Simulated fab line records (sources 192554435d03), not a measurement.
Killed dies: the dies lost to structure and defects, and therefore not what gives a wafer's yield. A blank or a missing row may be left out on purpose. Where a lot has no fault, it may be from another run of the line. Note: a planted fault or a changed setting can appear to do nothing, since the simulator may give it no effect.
Which tool was responsible?	flow n5_finfet	9 lots, 26 wafers sampled, at 1 step of a route of 1938

== WHAT THE GAUGES READ, wafer by wafer ==
N5_SDB_CD_MEAS_11: the cd target is 50 nm.
lot	measured	on	cd_nm (nm)
L443	day 3 17:58	cd_sem-01	50.0 49.6 50.5
L445	day 4 08:55	cd_sem-02	49.5 47.8
L447	day 4 20:51	cd_sem-01	46.7 48.7 48.2
L448	day 5 00:09	cd_sem-03	50.1 51.0 50.9
L450	day 5 10:26	cd_sem-03	48.1 49.1 49.5
L451	day 5 20:24	cd_sem-01	48.5 47.9 46.6
L463	day 8 22:25	cd_sem-01	49.0 49.8 48.1
L465	day 9 05:52	cd_sem-02	51.6 51.1 51.9
L466	day 9 11:50	cd_sem-02	50.2 50.9 50.3

== WHICH TOOL RAN EACH LOT (tool, then ch and the chambers of the sampled wafers, then the start) ==
Record: no process step prior to these readings.

== THE ANSWER, worked out from the rows above alone ==
Rule: the usual values come from the lots themselves. The widest of any qualifying gaps counts: lots, ordered by their means at a reading, are off when they make up no more than a third of the lots, leave a main group of 4 or more, and stand apart from it by 3 or more times the standard deviation of that group's means. A main group is skipped when, at the precision printed for the reading in the tables above, its means are all equal. A lot without any number at a reading at which 4 lots or more have one is off too. Where the step has rows for the other lots, those lots are counted as sound.
No lot is off at any reading shown: from this, nothing can be told.

== WHAT THE SIMULATOR HAD INSERTED ==
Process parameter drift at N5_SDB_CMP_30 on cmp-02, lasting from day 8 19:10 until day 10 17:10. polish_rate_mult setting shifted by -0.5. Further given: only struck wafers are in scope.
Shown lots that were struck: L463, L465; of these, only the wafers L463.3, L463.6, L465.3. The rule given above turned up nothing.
